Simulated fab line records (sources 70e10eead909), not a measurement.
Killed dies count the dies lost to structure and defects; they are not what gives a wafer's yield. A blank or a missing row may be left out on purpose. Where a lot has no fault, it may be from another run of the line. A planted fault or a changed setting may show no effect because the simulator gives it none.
Struck lot and sound lot, side by side    flow nandHarc    15 out of 1302 route steps
Sound: the wafers L307.2, L307.3, L307.5. Struck: wafers L308.4, L308.5 (left out: L308.3, a lot-mate that was not struck); the cause follows at the end.
Order at every step that has rows: each side's tool, ch and its chambers, its first start. Under that, the readings that differ: sound wafers    struck wafers    difference of the means    sigmas: that difference in standard deviations of wafers without a fault.
alike: readings with means less than 2 such deviations apart, plus words and numbers identical on both sides. not compared: withheld readings, readings lacking a value on some wafer, bounds such as >300 that could conceal the same value, and numbers that have no deviation in the record and whose values overlap.
The two part at a step that has a row with sigmas, a row that says differs or no value, or rows on one side only. When numbers do not overlap yet have no deviation, they are printed without sigmas and do not part them. Lack of a reading on every wafer of one side parts them only where that side has two or more wafers.

NHARC_A_BLC_DESCUM_15: chemistry O2, time 3 s.
  sound on rieDiel-10 ch 0,1, day 27 06:40; struck on rieDiel-07 ch 0,1, day 27 15:07
  alike: drypumpMotorCurrentA, oesProductAu, rfVppV, showerheadPlenumPTorr, throttleValvePct
  not compared: rfHoursCounterH
then, 2 steps without rows for these wafers: NHARC_A_BLC_ETCH_16 (etches the open film in CF4, target depth 39 nm, time 65 s); NHARC_A_BLC_ETCH_17 (etches the open film in N2/H2, target depth 390 nm, time 609.38 s).
NHARC_A_BLC_ETCH_18: etches the open film in C4F8/O2/Ar, target depth 910 nm.
  sound on rieDiel-10 ch 1,2,3; struck on rieDiel-07 ch 0,2
reading     sound        struck   difference  sigmas
rfVppV (V)  971 974 974  980 985  +10         +2
  alike: oesProductAu
  not compared: rfHoursCounterH
NHARC_A_BLC_CD_MEAS_19:
  sound: cdSem-01 at day 27 07:39; struck: cdSem-03 at day 27 16:05
  alike: cdNm
NHARC_A_BLC_STRIP_29: strips in CF4.
  sound on rieDiel-07 ch 1,3, day 27 07:44; struck on rieDiel-10 ch 1,2, day 27 16:09
reading     sound           struck     difference  sigmas
rfVppV (V)  58.7 59.3 60.4  58.1 57.2  -1.8        -2
  alike: drypumpMotorCurrentA, oesProductAu, showerheadPlenumPTorr, throttleValvePct
  not compared: rfHoursCounterH
then, 2 steps without rows for these wafers: NHARC_A_BLC_STRIP_21 (strips in O2); NHARC_A_BLC_STRIP_22 (strips in post etch residue remover, time 600 s).
NHARC_A_BLC_DEGAS_30: time 60 s.
  sound: pvdSputter-03 at day 27 08:15; struck: pvdSputter-01 at day 27 16:41
  alike: heaterPowerW
then, 2 steps without rows for these wafers: NHARC_A_BLC_PRE_CLEAN_31 (time 15 s); NHARC_A_BLC_PVD_32 (deposits Ti, target thk 5 nm, time 17.7 s).
NHARC_A_BLC_ALD_23: deposits TiN, target thk 3 nm, pulse time 1 s, ald cycles 150.
  sound on aldMetal-02 ch 1,3, day 27 08:31; struck on aldMetal-02 ch 0,3, day 27 16:55
  alike: heaterPowerW, precursorPulseHeightRel
NHARC_A_BLC_CVD_24: deposits W, target thk 150 nm, time 434 s.
  sound on cvdW-01 ch 0,1, day 27 08:46; struck on cvdW-01 ch 0, day 27 17:16
  alike: heaterPowerW, throttleValvePct
NHARC_A_BLC_CMP_25: polishes, t overpolish 30 s, target thk 150 nm.
  sound on cmp-04 ch 0,1,2, day 27 09:13; struck on cmp-04 ch 1,2, day 27 17:41
reading              sound     struck  difference  sigmas
timeToEndpointS (s)  33 29 33  15 17   -16         -4
  alike: motorCurrentA, overpolishRunS, slurryFlowMlMin
  not compared: padLifeWafers
NHARC_END_SORT_01:
  sound on prober-02 ch 0, day 29 05:44; struck on prober-02 ch 0, day 29 15:09
  alike: killedAtArray, killedAtOther, killedAtPeriphery, killedDies, killedOpen, killedShort

WHERE THEY PART
Last at NHARC_A_BLC_CMP_25 as far as this record goes, first at NHARC_A_BLC_ETCH_18. Later steps at which nothing parts them and some readings are alike: NHARC_END_SORT_01.

WHY: what had been put in by the simulator
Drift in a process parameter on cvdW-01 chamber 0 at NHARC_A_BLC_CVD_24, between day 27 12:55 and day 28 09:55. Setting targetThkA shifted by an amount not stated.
